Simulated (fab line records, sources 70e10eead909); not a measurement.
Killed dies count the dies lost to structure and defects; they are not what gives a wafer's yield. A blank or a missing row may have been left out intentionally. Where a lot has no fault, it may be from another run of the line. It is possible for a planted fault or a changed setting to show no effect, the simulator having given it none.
Matching of chambers || flow nand harc || ald hk-04 running NHARC_A_STAIRCASE_ALD_415: 4 sister chambers
The step deposits SiO2, target thk 30 nm, pulse time 6 s, ald cycles 300. 8 wafers are shown with their chamber, then 8 later ones without.

## EACH WAFER AND ITS CHAMBER
{"wafer": "L074.5", "chamber": 1, "heater power w (W)": 388, "precursor pulse height rel": 0.978}
{"wafer": "L075.5", "chamber": 2, "heater power w (W)": 503, "precursor pulse height rel": 1.016}
{"wafer": "L076.1", "chamber": 3, "heater power w (W)": 474, "precursor pulse height rel": 1.021}
{"wafer": "L076.6", "chamber": 1, "heater power w (W)": 391, "precursor pulse height rel": 0.997}
{"wafer": "L081.2", "chamber": 3, "heater power w (W)": 463, "precursor pulse height rel": 0.994}
{"wafer": "L081.3", "chamber": 0, "heater power w (W)": 473, "precursor pulse height rel": 1.031}
{"wafer": "L081.5", "chamber": 2, "heater power w (W)": 495, "precursor pulse height rel": 1.008}
{"wafer": "L083.2", "chamber": 0, "heater power w (W)": 479, "precursor pulse height rel": 0.986}

## WAFERS WITH NO CHAMBER GIVEN
{"wafer": "L083.3", "heater power w (W)": 382, "precursor pulse height rel": 1.015}
{"wafer": "L083.4", "heater power w (W)": 471, "precursor pulse height rel": 0.980}
{"wafer": "L097.1", "heater power w (W)": 404, "precursor pulse height rel": 0.967}
{"wafer": "L097.2", "heater power w (W)": 450, "precursor pulse height rel": 1.015}
{"wafer": "L097.4", "heater power w (W)": 513, "precursor pulse height rel": 1.004}
{"wafer": "L095.1", "heater power w (W)": 451, "precursor pulse height rel": 1.018}
{"wafer": "L095.2", "heater power w (W)": 493, "precursor pulse height rel": 0.982}
{"wafer": "L095.5", "heater power w (W)": 390, "precursor pulse height rel": 0.994}

## CHAMBER TAKEN BY EACH
{"wafer": "L083.3", "from the rows above": 1, "in truth": 1}
{"wafer": "L083.4", "from the rows above": "can't be placed: 3 or 0", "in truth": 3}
{"wafer": "L097.1", "from the rows above": 1, "in truth": 1}
{"wafer": "L097.2", "from the rows above": "can't be placed: 3 or 0", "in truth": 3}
{"wafer": "L097.4", "from the rows above": 2, "in truth": 2}
{"wafer": "L095.1", "from the rows above": "can't be placed: 3 or 0", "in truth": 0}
{"wafer": "L095.2", "from the rows above": "can't be placed: 2 or 0", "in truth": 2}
{"wafer": "L095.5", "from the rows above": 1, "in truth": 1}
4 of 8 placed correctly. These rows do not allow placing 4 (true chamber among the candidates in 4). Wrongly placed: 0.
How it was worked out, from the rows above alone: a wafer's distance from a chamber is the root of the sum, over the readings, of the square of ((its reading less the chamber's mean) divided by the reading's scatter). The wafer belongs to the nearest chamber; if the next one is less than 2 further off, it can't be placed. Each chamber's mean is taken over the wafers shown for it. The scatter: take each reading less its chamber's mean, square it, sum over the shown wafers, divide by the number of wafers less the number of chambers, and take the root.
